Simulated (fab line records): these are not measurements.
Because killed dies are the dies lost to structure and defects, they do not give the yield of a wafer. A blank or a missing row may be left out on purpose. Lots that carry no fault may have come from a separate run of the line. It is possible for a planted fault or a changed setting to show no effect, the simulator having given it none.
What tool caused it?    flow nand-harc    12 lots, 33 wafers sampled, at 5 steps of a route of 1159

## WHAT THE GAUGES READ, wafer by wafer
NHARC_END_SORT_01.
lot   measured      on         defect-limited-yield (%)  killed-at-array  killed-at-other  killed-at-periphery  killed-dies  killed-open  killed-short  sort_bin_2_pct (%)  sort_bin_3_pct (%)  sort_bin_4_pct (%)  sort-n-pass  sort-rim-yield-pct (%)  sort-yield-pct (%)
L607  day 22 10:04  prober-02  96.0 96.6                 22 20            1 0              4 3                  27 23        3 3          4 2           0.9 1.3             0.15 0              3.0 2.1             650 654      93.4 92.5               96.0 96.6
L614  day 23 15:35  prober-02  94.1 91.4 93.8            35 52 38         1 0 1            4 6 3                40 58 42     1 9 0        2 2 3         2.4 3.2 2.7         0 0.59 0.15         3.5 4.7 3.4         637 619 635  92.5 92.5 95.3          94.1 91.4 93.8
L618  day 26 01:17  prober-02  93.2 93.1 94.4            42 36 35         1 2 1            3 9 2                46 47 38     3 6 5        3 2 1         1.8 2.8 1.5         0.74 0 0.44         4.3 4.1 3.7         631 630 639  88.7 87.7 87.7          93.2 93.1 94.4

## EACH LOT AND THE TOOL THAT RAN IT (in order: tool; ch and the chambers of the sampled wafers; start)
lot   NHARC_P_M2_ETCH_35                  NHARC_P_M2_ETCH_28                             NHARC_P_M2_DEGAS_29           NHARC_P_BONDPAD_SOFTBAKE_04
L596  rie-diel-02 ch 0,2,3, day 6 04:35   rie-diel-05 ch 1,2, day 6 05:32 or earlier     pvd-sputter-03, day 6 05:32   litho-track-05 ch 0, day 6 08:00
L598  rie-diel-05 ch 0,1,3, day 6 20:08   rie-diel-05 ch 0,1,3, day 6 21:03 or earlier   pvd-sputter-02, day 6 21:03   litho-track-07 ch 0, day 7 00:00
L599  rie-diel-02 ch 0,1,2, day 6 22:13   rie-diel-02 ch 1,2,3, day 6 23:09 or earlier   pvd-sputter-02, day 6 23:09   litho-track-03 ch 0, day 7 02:00
L600  rie-diel-09 ch 2,3, day 7 09:38     rie-diel-05 ch 1,2,3, day 7 10:42 or earlier   pvd-sputter-01, day 7 10:42   litho-track-05 ch 0, day 7 13:00
L605  rie-diel-05 ch 2,3, day 8 20:38     rie-diel-05 ch 0,1, day 8 21:35 or earlier     pvd-sputter-01, day 8 21:35   litho-track-05 ch 0, day 9 00:00
L606  rie-diel-09 ch 0,3, day 8 22:22     rie-diel-09 ch 0,3, day 8 23:19 or earlier     pvd-sputter-02, day 8 23:19   litho-track-05 ch 0, day 9 02:00
L607  rie-diel-05 ch 2,3, day 9 16:42     rie-diel-09 ch 0, day 9 17:39 or earlier       pvd-sputter-01, day 9 17:39   litho-track-05 ch 0, day 9 20:00
L611  rie-diel-05 ch 0,3, day 10 08:55    rie-diel-05 ch 2,3, day 10 09:52 or earlier    pvd-sputter-03, day 10 09:52  litho-track-03 ch 0, day 10 12:00
L614  rie-diel-05 ch 0,1, day 11 06:22    rie-diel-05 ch 0,3, day 11 07:17 or earlier    pvd-sputter-01, day 11 07:17  litho-track-03 ch 0, day 11 10:00
L615  rie-diel-09 ch 0,1,2, day 11 06:37  rie-diel-09 ch 0,2,3, day 11 07:33 or earlier  pvd-sputter-02, day 11 07:33  litho-track-07 ch 0, day 11 10:00
L617  rie-diel-02 ch 0,1,2, day 11 11:21  rie-diel-09 ch 2,3, day 11 12:18 or earlier    pvd-sputter-03, day 11 12:18  litho-track-07 ch 0, day 11 16:00
L618  rie-diel-05 ch 1,2, day 11 21:08    rie-diel-05 ch 1,3, day 11 22:08 or earlier    pvd-sputter-01, day 11 22:08  litho-track-03 ch 0, day 12 01:00
- NHARC_P_M2_ETCH_35: etches the open film in N2/H2, target depth 40 nm, overetch 12 nm, time 43.94 s.
- NHARC_P_M2_ETCH_28: etches the open film in CF4/N2, target depth 30 nm, time 72.99 s.
- NHARC_P_M2_DEGAS_29: time 60 s.
- NHARC_P_BONDPAD_SOFTBAKE_04: time 70 s.

## AS READ BY THE TOOLS THEMSELVES (means over the sampled wafers that have a number; for cases with no such wafer, the mark the record gives instead)
NHARC_P_M2_ETCH_35.
lot   tool         drypump-motor-current-A (A)  oes-product-au (a.u.)  rf-vpp-V (V)  showerhead-plenum-p-Torr (Torr)  throttle-valve-pct (%)
L596  rie-diel-02  6.0                          0.985                  429.3         1.97                             14.175
L598  rie-diel-05  5.9                          0.987                  431.6         2.08                             14.166
L599  rie-diel-02  6.2                          0.993                  431.0         2.05                             14.162
L600  rie-diel-09  5.6                          0.997                  433.6         2.17                             14.180
L605  rie-diel-05  5.5                          0.994                  430.1         2.00                             14.171
L606  rie-diel-09  5.3                          0.995                  431.9         2.06                             14.163
L607  rie-diel-05  5.5                          0.990                  428.2         2.00                             14.172
L611  rie-diel-05  5.8                          0.997                  431.2         2.06                             14.169
L614  rie-diel-05  5.9                          1.013                  434.1         2.15                             14.175
L615  rie-diel-09  5.9                          0.996                  432.6         2.12                             14.165
L617  rie-diel-02  6.2                          0.990                  430.3         2.04                             14.177
L618  rie-diel-05  5.6                          1.004                  429.1         2.02                             14.166

NHARC_P_M2_ETCH_28.
lot   tool         drypump-motor-current-A (A)  oes-product-au (a.u.)  rf-vpp-V (V)  showerhead-plenum-p-Torr (Torr)  throttle-valve-pct (%)
L596  rie-diel-05  5.9                          1.009                  314.3         2.63                             19.802
L598  rie-diel-05  5.9                          1.002                  314.9         2.67                             19.792
L599  rie-diel-02  6.3                          0.989                  314.9         2.64                             19.791
L600  rie-diel-05  5.7                          0.995                  313.4         2.60                             19.790
L605  rie-diel-05  6.0                          1.010                  315.4         2.72                             19.800
L606  rie-diel-09  5.3                          0.992                  314.4         2.66                             19.800
L607  rie-diel-09  5.5                          1.002                  312.8         2.58                             19.802
L611  rie-diel-05  5.5                          0.992                  313.0         2.58                             19.793
L614  rie-diel-05  5.8                          0.992                  314.4         2.65                             19.801
L615  rie-diel-09  5.5                          0.999                  315.3         2.70                             19.801
L617  rie-diel-09  5.6                          1.010                  316.9         2.78                             19.798
L618  rie-diel-05  6.1                          1.006                  314.3         2.62                             19.789

NHARC_P_M2_DEGAS_29.
lot   tool            heater-power-w (W)
L596  pvd-sputter-03  373
L598  pvd-sputter-02  321
L599  pvd-sputter-02  330
L600  pvd-sputter-01  358
L605  pvd-sputter-01  384
L606  pvd-sputter-02  330
L607  pvd-sputter-01  379
L611  pvd-sputter-03  326
L614  pvd-sputter-01  326
L615  pvd-sputter-02  340
L617  pvd-sputter-03  325
L618  pvd-sputter-01  346

NHARC_P_BONDPAD_SOFTBAKE_04.
lot   tool            heater-power-total-W (W)
L596  litho-track-05  201.1
L598  litho-track-07  201.1
L599  litho-track-03  201.9
L600  litho-track-05  201.0
L605  litho-track-05  204.8
L606  litho-track-05  204.0
L607  litho-track-05  204.8
L611  litho-track-03  199.2
L614  litho-track-03  199.9
L615  litho-track-07  201.4
L617  litho-track-07  200.1
L618  litho-track-03  200.4

## THE ANSWER, worked out from the rows above alone
Rule: the lots themselves supply what counts as usual. Put in order of their means at a reading, lots are off if they are a third of the lots or fewer, leave a main group of 4 or more, and stand apart from it by a gap of 3 or more times the standard deviation of the main group's means; of several such gaps the widest counts. The tables above print the reading to a certain number of digits; a main group whose means all agree to those digits is not used. Also off: a lot with no number at a reading for which 4 or more lots have one. All remaining lots with rows at the step are treated as sound. The gauges are gone through in route order, then the tools' own readings, and for those a lot's mean is taken as printed above. At the first step where some lot is off, the reading lying furthest off is the one used; lots without a number count as furthest.
Nothing can be told from this: no lot is off at any reading shown.

## WHAT HAD BEEN PUT IN BY THE SIMULATOR
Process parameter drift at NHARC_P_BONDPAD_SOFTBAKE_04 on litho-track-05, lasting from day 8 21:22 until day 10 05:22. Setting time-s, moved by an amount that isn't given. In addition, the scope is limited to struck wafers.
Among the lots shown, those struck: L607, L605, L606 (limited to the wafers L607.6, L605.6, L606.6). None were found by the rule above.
